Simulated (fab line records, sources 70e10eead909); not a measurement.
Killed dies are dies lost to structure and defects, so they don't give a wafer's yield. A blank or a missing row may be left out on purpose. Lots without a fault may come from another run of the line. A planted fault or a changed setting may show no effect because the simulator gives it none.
fab line records | flow nand_harc
record lots=6 wafers=18 last_day=25
route steps=1159 shown P_CONTACT@249 P_M0@253 END@1159
lots that met no fault: from a run of the same line without faults
start_h: hours from the record's first day to the start of the lot's first wafer shown | wait_h: hours since the lot's step before | " the same as in the row above | L1.1+2: a row that stands for several wafers | - no value, or no start given | * or withheld: withheld | < > ~ a bound
route shown NAME@n: a module of which the file shows steps, and the number in the route of the first | usual: mean/standard deviation of fault-free wafers | same: alike in all rows | chamber/n: place in a boat | sites: the reading at each site | _std_site: their standard deviation | _edge_site: outer sites' mean less inner sites' | radius_mm: how far each site lies from the wafer's centre | mask NAME#n: copy n | behind: the tool/chamber that last shaped the wafer | hold: why the lot was held/for how many hours/how that ended | device: the transistor (n, p or np) that didn't switch | end of line: the same wafers' tests at the end of the route | a step without rows: its recipe alone | killed: dies lost to structure and defects at the first sort, not the wafer's yield | map: a wafer's dies, x killed, . not, _ none there
set.NAME: the setting as run; set.NAME@STEP: as run at that earlier step | model.NAME: the simulator's own value behind a step, which no gauge read
lots at some steps of the route; a table a step, a row a wafer
services: from which hour (start_h, from the record's first day; less than 0 if before it) a tool's chamber was out of use, for how many hours, and why
## steps
# step NHARC_P_CONTACT_CMP_24
# recipe t_overpolish_s=30 target_thk_nm=200
# usual motor_current_A=11.9/1.1 overpolish_run_s=29.999/0.0084 time_to_endpoint_s=39.3/2.7
# columns lot.wafer tool chamber start_h wait_h motor_current_A overpolish_run_s time_to_endpoint_s
L732.3 cmp-01 2 122.46 0.3 11.2 29.983 39.0
L732.2 " 3 " " 11.9 29.984 39.0
L732.1 " 1 " " 13.5 29.990 34.4
L735.1 cmp-02 3 143.85 0.5 13.0 29.991 42.3
L735.6 " 2 " " 11.5 29.997 44.0
L735.5 " 3 " " 12.4 29.999 46.3
L736.2 cmp-01 0 148.26 0.5 11.4 29.995 36.2
L736.5 " 3 " " 12.3 29.987 38.9
L736.6 " 0 " " 11.0 30.000 39.2
L737.2 cmp-04 2 149.33 0.5 11.4 29.998 36.0
L737.4 " 3 " " 12.4 29.991 34.9
L737.1 " 1 " " 10.7 30.014 37.3
L752.2 cmp-02 1 233.27 0.5 12.8 30.014 42.3
L752.4 " 2 " " 11.9 29.999 40.1
L752.1 " 3 " " 12.7 29.985 42.4
L754.3 cmp-01 1 261.35 0.4 14.6 29.977 38.5
L754.6 " 3 " " 12.7 30.005 37.1
L754.5 " 0 " " 12.0 30.017 38.7
# step NHARC_P_CONTACT_SRD_26
# step NHARC_P_CONTACT_INSPECT_27
# usual raw_defect_count=328/160
# columns lot.wafer tool chamber start_h wait_h raw_defect_count
L732.1 defect_inspect-02 - 122.86 0.1 321
L732.2 " - " " 190
L732.3 " - " " 207
L735.1 defect_inspect-01 - 144.23 0.1 232
L735.5 " - " " 357
L735.6 " - " " 272
L736.2 defect_inspect-02 - 148.64 0.1 559
L736.5 " - " " 400
L736.6 " - " " 198
L737.1 defect_inspect-01 - 149.73 0.1 404
L737.2 " - " " 255
L737.4 " - " " 171
L752.1 defect_inspect-01 - 233.64 0.1 650
L752.2 " - " " 565
L752.4 " - " " 716
L754.3 defect_inspect-01 - 261.71 0.1 359
L754.5 " - " " 502
L754.6 " - " " 358
# step NHARC_P_M0_DEP_00
# recipe target_thk_a=1500 target_thk_nm=150 temp_c=withheld pressure_torr=5 flow_sccm=200 rf_w=600 material=SiOC
# step NHARC_P_M0_DEHYDRATE_01
# recipe temp_c=150 time_s=120
# step NHARC_P_M0_HMDS_02
# recipe time_s=30
# step NHARC_P_M0_COAT_33
# recipe temp_c=200 time_s=65
# step NHARC_P_M0_COAT_03
# recipe spin_rpm=1500 resist_thk_nm=90
# step NHARC_P_M0_SOFTBAKE_04
# recipe temp_c=105 time_s=55
# step NHARC_P_M0_EBR_05
# step NHARC_P_M0_EXPOSE_06
# recipe na=1.35 target_cd_nm=90 dose_mj=81.28 mask_id=P_M0
# step NHARC_P_M0_PEB_07
# recipe peb_temp_c=100 peb_time_s=65
# usual chill_plate_temp_C=22.98/0.1 heater_power_total_W=156.6/0.45 resist_line_temp_C=23.00/0.11
# columns lot.wafer tool chamber start_h wait_h chill_plate_temp_C heater_power_total_W resist_line_temp_C
L732.1 litho_track-04 0 123.78 0.1 22.85 157.0 22.97
L732.2 " 0 " " 22.91 157.2 22.93
L732.3 " 0 " " 22.98 156.1 22.86
L735.1 litho_track-06 0 145.05 0.1 23.09 157.1 23.03
L735.5 " 0 " " 23.29 156.6 22.99
L735.6 " 0 " " 23.11 156.8 23.01
L736.2 litho_track-06 0 149.34 0.1 22.90 171.4 22.90
L736.5 " 0 " " 22.80 156.3 22.99
L736.6 " 0 " " 22.83 157.2 22.97
L737.1 litho_track-06 0 150.55 0.1 23.08 156.8 22.86
L737.2 " 0 " " 23.05 171.0 22.84
L737.4 " 0 " " 23.03 157.2 23.02
L752.1 litho_track-01 0 234.47 0.1 23.15 156.7 23.09
L752.2 " 0 " " 23.03 157.2 23.01
L752.4 " 0 " " 23.02 155.9 23.08
L754.3 litho_track-01 0 262.41 0.0 22.84 157.0 23.19
L754.5 " 0 " " 22.82 156.1 23.13
L754.6 " 0 " " 22.98 156.5 23.18
# step NHARC_P_M0_DEVELOP_08
# recipe develop_time_s=35 dev_temp_c=23
# step NHARC_P_M0_CD_MEAS_09
# recipe target_cd_nm=90 landing_energy_ev=500
# usual cd_nm=89.6/0.51
# columns lot.wafer tool chamber start_h wait_h cd_nm
L732.1 cd_sem-01 0 123.86 - 89.7
L732.2 " 0 " " 90.5
L732.3 " 0 " " 90.1
L735.1 cd_sem-01 0 145.13 - 89.9
L735.5 " 0 " " 90.5
L735.6 " 0 " " 90.0
L736.2 cd_sem-02 0 149.42 - 83.4
L736.5 " 0 " " 90.4
L736.6 " 0 " " 90.3
L737.1 cd_sem-01 0 150.63 - 88.9
L737.2 " 0 " " 83.2
L737.4 " 0 " " 89.4
L752.1 cd_sem-01 0 234.54 - 88.8
L752.2 " 0 " " 89.4
L752.4 " 0 " " 90.1
L754.3 cd_sem-02 0 262.49 - 89.1
L754.5 " 0 " " 89.2
L754.6 " 0 " " 89.5
# step NHARC_P_M0_OVL_MEAS_10
# recipe pitch_nm=180
# usual overlay_x_nm=0.1/0.87 overlay_y_nm=-0.3/1.1
# columns lot.wafer tool chamber start_h wait_h overlay_x_nm overlay_y_nm
L732.1 overlay-02 - 123.95 - 0.5 -0.1
L732.2 " - " " 0.3 -0.2
L732.3 " - " " 0.8 0.7
L735.1 overlay-01 - 145.22 - 1.6 0.0
L735.5 " - " " 1.1 -0.1
L735.6 " - " " 0.6 0.6
L736.2 overlay-01 - 149.51 - 0.2 0.3
L736.5 " - " " 0.2 -0.1
L736.6 " - " " 0.0 0.1
L737.1 overlay-02 - 150.72 - -0.4 -2.1
L737.2 " - " " -0.7 -1.4
L737.4 " - " " -0.8 -1.2
L752.1 overlay-02 - 234.63 - -0.1 -0.7
L752.2 " - " " 0.0 -0.2
L752.4 " - " " 0.1 0.2
L754.3 overlay-01 - 262.57 - -0.3 0.3
L754.5 " - " " 0.0 0.9
L754.6 " - " " -0.8 0.0
# step NHARC_P_M0_INSPECT_11
# usual raw_defect_count=3.3/2
# columns lot.wafer tool chamber start_h wait_h raw_defect_count
L732.1 defect_inspect-01 - 123.98 0.0 4
L732.2 " - " " 4
L732.3 " - " " 1
L735.1 defect_inspect-01 - 145.26 0.0 4
L735.5 " - " " 3
L735.6 " - " " 3
L736.2 defect_inspect-02 - 149.55 0.0 2
L736.5 " - " " 0
L736.6 " - " " 5
L737.1 defect_inspect-01 - 150.75 0.0 4
L737.2 " - " " 4
L737.4 " - " " 3
L752.1 defect_inspect-02 - 234.67 0.0 6
L752.2 " - " " 2
L752.4 " - " " 7
L754.3 defect_inspect-02 - 262.61 0.0 1
L754.5 " - " " 9
L754.6 " - " " 7
# step NHARC_P_M0_DESCUM_14
# recipe time_s=3 o2_flow_sccm=200 ar_flow_sccm=0 bias_power_w=0 chemistry=O2
# usual drypump_motor_current_A=5.7/0.47 oes_product_au=1.003/0.0083 rf_vpp_V=57.7/0.92 showerhead_plenum_p_Torr=1.88/0.085 throttle_valve_pct=11.312/0.0095
# columns lot.wafer tool chamber start_h wait_h drypump_motor_current_A oes_product_au rf_hours_counter_h rf_vpp_V showerhead_plenum_p_Torr throttle_valve_pct model.P_M0.cd_nm
L732.2 rie_diel-08 1 124.05 0.1 6.0 0.997 11 58.1 1.79 11.320 90.77
L732.3 " 2 " " 5.4 0.997 11 56.4 1.85 11.318 90.07
L732.1 " 3 " " 5.7 1.011 10 57.8 1.92 11.324 89.76
L735.1 rie_diel-08 3 145.32 0.1 5.6 1.008 1 58.4 1.92 11.316 89.49
L735.6 " 3 " " 5.7 0.993 - 57.3 1.92 11.309 89.09
L735.5 " 0 " " 6.3 1.010 - 57.2 1.90 11.312 89.82
L736.2 rie_diel-04 0 149.62 0.1 5.3 1.006 3 56.1 1.80 11.309 84.01
L736.5 " 2 " " 5.7 1.004 - 58.1 1.79 11.324 90.79
L736.6 " 3 " " 5.2 1.005 - 60.0 2.06 11.308 90.35
L737.4 rie_diel-04 0 150.81 0.1 5.3 0.996 3 56.8 1.80 11.318 90.1
L737.1 " 2 " " 5.7 0.994 2 56.4 1.79 11.307 89.46
L737.2 " 3 " " 5.1 0.999 3 58.2 2.06 11.301 82.69
L752.4 rie_diel-08 2 234.73 0.1 5.4 1.001 6 56.1 1.85 11.306 89.7
L752.1 " 0 " " 6.3 1.018 6 57.6 1.90 11.313 88.42
L752.2 " 1 " " 5.9 1.000 6 58.7 1.79 11.310 89.05
L754.3 rie_diel-04 0 262.69 0.1 5.4 1.006 13 58.0 1.80 11.310 89.06
L754.5 " 3 " " 5.2 0.999 - 57.1 2.05 11.334 88.82
L754.6 " 0 " " 5.3 1.003 - 57.2 1.80 11.309 90.36
# step NHARC_P_M0_ETCH_34
# recipe target_depth_a=400 overetch_a=120 time_s=43.94 ion_energy_ev=200 n2_flow_sccm=150 h2_flow_sccm=150 ar_flow_sccm=0 rf_w=400 bias_w=150 chemistry=N2/H2
# usual drypump_motor_current_A=5.8/0.47 oes_product_au=1.003/0.0093 rf_vpp_V=429.3/2.4 showerhead_plenum_p_Torr=2.00/0.089 throttle_valve_pct=14.171/0.0093
# columns lot.wafer tool chamber start_h wait_h drypump_motor_current_A oes_product_au rf_hours_counter_h rf_vpp_V showerhead_plenum_p_Torr throttle_valve_pct
L732.3 rie_diel-08 0 124.13 0.1 6.4 1.009 10 429.7 2.02 14.171
L732.1 " 2 " " 5.4 1.002 11 429.6 1.97 14.162
L732.2 " 3 " " 5.7 1.006 10 430.8 2.05 14.163
L735.1 rie_diel-08 2 145.40 0.1 5.4 1.008 1 429.0 1.97 14.189
L735.5 " 2 " " 5.4 1.002 - 428.7 1.97 14.171
L735.6 " 3 " " 5.7 0.993 - 431.8 2.05 14.192
L736.2 rie_diel-04 1 149.70 0.1 6.6 1.000 2 429.7 2.00 14.149
L736.5 " 0 " " 5.3 1.007 - 427.5 1.92 14.176
L736.6 " 1 " " 6.6 0.996 - 430.4 2.00 14.179
L737.1 rie_diel-04 3 150.90 0.1 5.2 1.003 3 434.7 2.20 14.168
L737.2 " 0 " " 5.3 1.017 3 425.9 1.92 14.170
L737.4 " 1 " " 6.6 1.001 2 429.5 2.00 14.165
L752.2 rie_diel-08 3 234.82 0.1 5.7 1.000 5 430.3 2.05 14.170
L752.1 " 0 " " 6.3 1.003 6 429.2 2.02 14.169
L752.4 " 2 " " 5.4 1.014 6 428.0 1.97 14.174
L754.3 rie_diel-04 0 262.77 0.1 5.3 0.998 13 425.9 1.91 14.164
L754.6 " 0 " " 5.3 1.010 - 426.3 1.91 14.153
L754.5 " 1 " " 6.6 1.002 - 430.5 2.00 14.173
# step NHARC_P_M0_ETCH_15
# recipe target_depth_a=1500 overetch_a=150 time_s=82.5 c4f8_flow_sccm=withheld ar_flow_sccm=400 rf_w=600 bias_w=300 chemistry=C4F8/Ar
# usual oes_product_au=0.964/0.02 rf_vpp_V=439.5/2.6
# columns lot.wafer tool chamber start_h wait_h oes_product_au rf_hours_counter_h rf_vpp_V model.P_M0.cd_nm
L732.2 rie_diel-08 3 - - 0.993 10 440.5 91.22
L732.3 " 0 " " 0.989 10 438.9 89.83
L732.1 " 1 " " 0.968 11 436.9 90.08
L735.1 rie_diel-08 0 - - 0.960 1 442.0 89.53
L735.5 " 1 " " 0.989 - 436.5 89.86
L735.6 " 2 " " 0.973 - 438.7 89.44
L736.2 rie_diel-04 1 - - 0.967 2 439.9 84.13
L736.5 " 2 " " 0.962 - 438.1 91.18
L736.6 " 3 " " 0.957 - 445.1 90.58
L737.1 rie_diel-04 2 - - 0.968 2 437.4 89.65
L737.4 " 3 " " 0.970 3 445.2 90.39
L737.2 " 0 " " 0.964 3 437.7 83.14
L752.2 rie_diel-08 0 - - 0.929 6 440.6 88.88
L752.1 " 1 " " 0.919 6 436.7 88.46
L752.4 " 2 " " 0.926 6 438.2 89.57
L754.3 rie_diel-04 0 - - 0.970 13 437.0 89.23
L754.5 " 0 " " 0.956 - 437.1 88.63
L754.6 " 1 " " 0.968 - 439.6 90.29
# step NHARC_P_M0_CD_MEAS_16
# usual cd_nm=89.6/0.63
# columns lot.wafer tool chamber start_h wait_h cd_nm
L732.1 cd_sem-01 - 124.35 - 90.3
L732.2 " - " " 91.4
L732.3 " - " " 90.0
L735.1 cd_sem-02 - 145.62 - 89.6
L735.5 " - " " 90.1
L735.6 " - " " 89.6
L736.2 cd_sem-01 - 149.92 - 84.3
L736.5 " - " " 91.4
L736.6 " - " " 90.3
L737.1 cd_sem-02 - 151.11 - 89.3
L737.2 " - " " 83.5
L737.4 " - " " 90.6
L752.1 cd_sem-02 - 235.03 - 88.1
L752.2 " - " " 89.2
L752.4 " - " " 89.5
L754.3 cd_sem-01 - 262.99 - 89.3
L754.5 " - " " 88.7
L754.6 " - " " 90.5
# step NHARC_P_M0_STRIP_18
# recipe power_w=1000 n2_flow_sccm=150 h2_flow_sccm=150 ar_flow_sccm=0 bias_w=0 chemistry=N2/H2
# usual drypump_motor_current_A=5.7/0.49 oes_product_au=1.006/0.011 rf_vpp_V=90.5/0.98 showerhead_plenum_p_Torr=2.00/0.097 throttle_valve_pct=14.171/0.0077
# columns lot.wafer tool chamber start_h wait_h drypump_motor_current_A oes_product_au rf_hours_counter_h rf_vpp_V showerhead_plenum_p_Torr throttle_valve_pct
L732.1 rie_diel-04 1 124.42 0.1 6.6 1.010 1 90.5 2.00 14.155
L732.3 " 3 " " 5.2 0.986 1 90.2 2.20 14.176
L732.2 " 0 " " 5.3 0.996 1 89.2 1.92 14.173
L735.1 rie_diel-04 3 145.69 0.1 5.2 1.000 2 92.4 2.20 14.180
L735.6 " 3 " " 5.2 0.999 - 92.4 2.20 14.172
L735.5 " 0 " " 5.3 1.002 - 89.2 1.92 14.176
L736.2 rie_diel-08 0 150.07 0.1 6.3 1.004 1 91.5 2.02 14.182
L736.6 " 1 " " 5.9 1.008 - 91.1 1.90 14.171
L736.5 " 2 " " 5.4 1.004 - 90.1 1.97 14.174
L737.4 rie_diel-01 2 151.19 0.1 6.0 1.029 0 90.0 1.95 14.171
L737.2 " 3 " " 5.8 1.019 0 90.3 1.99 14.161
L737.1 " 0 " " 6.1 1.002 0 88.8 1.91 14.172
L752.2 rie_diel-01 2 235.10 0.1 6.0 1.022 7 90.3 1.94 14.166
L752.4 " 0 " " 6.1 1.008 5 89.7 1.91 14.168
L752.1 " 1 " " 4.8 1.011 6 90.8 2.17 14.165
L754.3 rie_diel-08 2 263.13 0.1 5.4 1.004 8 90.3 1.97 14.177
L754.6 " 0 " " 6.3 1.006 - 89.4 2.02 14.168
L754.5 " 1 " " 6.0 0.997 - 89.5 1.90 14.176
# step NHARC_END_SORT_01
# recipe temp_c=25
# usual defect_limited_yield=95.3/1.7 killed_at_array=28/11 killed_at_other=0.5/0.85 killed_at_periphery=2.7/1.9 killed_dies=32/12 killed_open=3.3/1.6 killed_short=2.1/1.5 sort_bin_2_pct=1.5/0.71 sort_bin_3_pct=0.25/0.23 sort_bin_4_pct=3.0/1.1 sort_n_pass=645/12 sort_rim_yield_pct=95/3.1 sort_yield_pct=95.3/1.7
# same gross_dies=677 sort_bin_5_pct[%]=0 sort_bin_6_pct[%]=0 sort_bin_7_pct[%]=0 sort_bin_8_pct[%]=0 sort_rim_n_gross=106.00
# columns lot.wafer tool chamber start_h wait_h defect_limited_yield[%] killed_at_array killed_at_other killed_at_periphery killed_dies killed_open killed_short sort_bin_2_pct[%] sort_bin_3_pct[%] sort_bin_4_pct[%] sort_n_pass sort_rim_yield_pct[%] sort_yield_pct[%]
L737.1 prober-02 0 472.94 2.5 94.8 30 0 5 35 5 4 0.6 0.74 3.8 642 92 94.8
L737.2 prober-02 0 473.74 2.8 93.6 38 0 5 43 7 2 2.8 0.15 3.4 634 92 93.6
L737.4 prober-02 0 475.32 3.4 94.4 34 0 4 38 7 1 1.8 0.15 3.7 639 88 94.4
L736.2 prober-01 0 473.50 2.8 97.0 17 0 3 20 5 5 1.2 0 1.8 657 99 97.0
L736.5 prober-01 0 475.92 3.7 97.8 15 0 0 15 3 1 0.3 0 1.9 662 100 97.8
L736.6 prober-01 0 476.73 4.0 97.5 14 1 2 17 3 0 0.7 0 1.8 660 98 97.5
L735.5 prober-01 0 491.53 3.7 96.6 18 0 5 23 2 2 0.9 0.15 2.4 654 97 96.6
# killed by level:class
L737.1 A_CHANNEL_HOLE_D1:chamber_film_flake=10 A_SLIT:chamber_film_flake=6 A_CONTACT:chamber_film_flake=3 P_CONTACT:geometric_particle:open=2 A_CHANNEL_FILL_D1:geometric_particle:short=2 A_SGD_CUT:geometric_particle:short=2 A_CONTACT:geometric_particle:open=2 P_M0:chamber_film_flake=2
L736.2 P_STI:chamber_film_flake=2 A_ZERO_WELL:chamber_film_flake=2 A_CHANNEL_HOLE_D1:chamber_film_flake=2 A_CONTACT:chamber_film_flake=2 P_M0:geometric_particle:short=1 A_ONON_D1:geometric_particle:open=1 A_CHANNEL_HOLE_D1:geometric_particle:open=1 A_CHANNEL_FILL_D1:geometric_particle:short=1
L737.2 A_CHANNEL_HOLE_D1:chamber_film_flake=13 A_SLIT:chamber_film_flake=11 A_CONTACT:geometric_particle:open=4 A_CONTACT:chamber_film_flake=3 A_WL_FILL:chamber_film_flake=2 A_ONON_D1:geometric_particle:open=1 A_ONON_D1:geometric_particle:short=1 A_CHANNEL_FILL_D1:geometric_particle:short=1
L737.4 A_CHANNEL_HOLE_D1:chamber_film_flake=12 A_SLIT:chamber_film_flake=12 A_WL_FILL:geometric_particle:open=2 A_CONTACT:geometric_particle:open=2 P_ZERO_WELL:chamber_film_flake=2 A_CONTACT:chamber_film_flake=2 P_CONTACT:geometric_particle:short=1 A_ONON_D1:geometric_particle:open=1
L736.5 A_CHANNEL_HOLE_D1:chamber_film_flake=4 A_CONTACT:geometric_particle:open=3 A_ZERO_WELL:chamber_film_flake=2 A_WL_FILL:chamber_film_flake=2 A_CONTACT:chamber_film_flake=2 A_ONON_D1:geometric_particle:short=1 A_M1:chamber_film_flake=1
L736.6 A_STAIRCASE:chamber_film_flake=5 A_CHANNEL_HOLE_D1:chamber_film_flake=3 A_CONTACT:chamber_film_flake=2 P_CONTACT:geometric_particle:open=1 A_CHANNEL_HOLE_D1:geometric_particle:open=1 A_CONTACT:geometric_particle:open=1 P_GATE:chamber_film_flake=1 A_ZERO_WELL:chamber_film_flake=1
L735.5 A_SLIT:chamber_film_flake=10 A_CHANNEL_HOLE_D1:chamber_film_flake=3 A_CHANNEL_FILL_D1:geometric_particle:short=2 P_BONDPAD:chamber_film_flake=2 P_CONTACT:geometric_particle:open=1 A_SGD_CUT:geometric_particle:open=1 P_ZERO_WELL:chamber_film_flake=1 P_STI:chamber_film_flake=1
## services
# columns tool chamber start_h hours kind
cmp-04 - 105.07 4.0 pm
rie_diel-04 2 107.54 18.3 repair
rie_diel-04 1 110.55 11.0 repair
rie_diel-04 - 111.90 9.0 pm
cmp-01 - 116.55 3.3 repair
litho_track-06 - 117.00 7.0 pm
rie_diel-08 - 124.80 9.0 pm
cmp-01 - 126.29 0.2 repair
cmp-02 - 130.11 4.0 pm
rie_diel-01 - 137.85 9.0 pm
litho_track-04 - 141.00 7.0 pm
cmp-02 - 157.97 1.9 repair
rie_diel-04 2 162.60 14.7 repair
rie_diel-01 0 165.12 5.2 repair
cmp-01 - 179.66 4.0 pm
cmp-04 - 202.10 0.7 repair
cmp-04 - 203.07 4.0 pm
cmp-01 - 213.80 3.7 repair
rie_diel-08 3 214.09 8.2 repair
cmp-01 - 221.60 2.5 repair
cmp-02 - 225.52 0.5 repair
cmp-02 - 228.11 4.0 pm
cmp-04 - 243.15 0.5 repair
rie_diel-04 - 254.37 0.4 repair
## key
first_sign step=NHARC_P_M0_PEB_07 reading=heater_power_total_W direction=up sigmas=33 usual=* struck=*
effect step=NHARC_P_M0_CD_MEAS_09 reading=cd_nm direction=down sigmas=12 usual=89.6 struck=83.3
effect step=NHARC_P_M0_CD_MEAS_16 reading=cd_nm direction=down sigmas=8.9 usual=89.6 struck=83.9
model_effect step=NHARC_P_M0_DESCUM_14 value=P_M0.cd_nm without=89.54 struck=83.35
model_effect step=NHARC_P_M0_ETCH_15 value=P_M0.cd_nm without=89.83 struck=83.64
met_at NHARC_P_M0_PEB_07
struck_wafers L736.2,L737.2
onset_between 145.05 149.34
fault kind=process_parameter_drift tool=litho_track-06 chamber=- onset_h=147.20 steps=NHARC_P_M0_PEB_07 channel=peb_time_s offset=* shape=step end_h=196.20 scope=struck_wafers_only acts_in=* stated=*
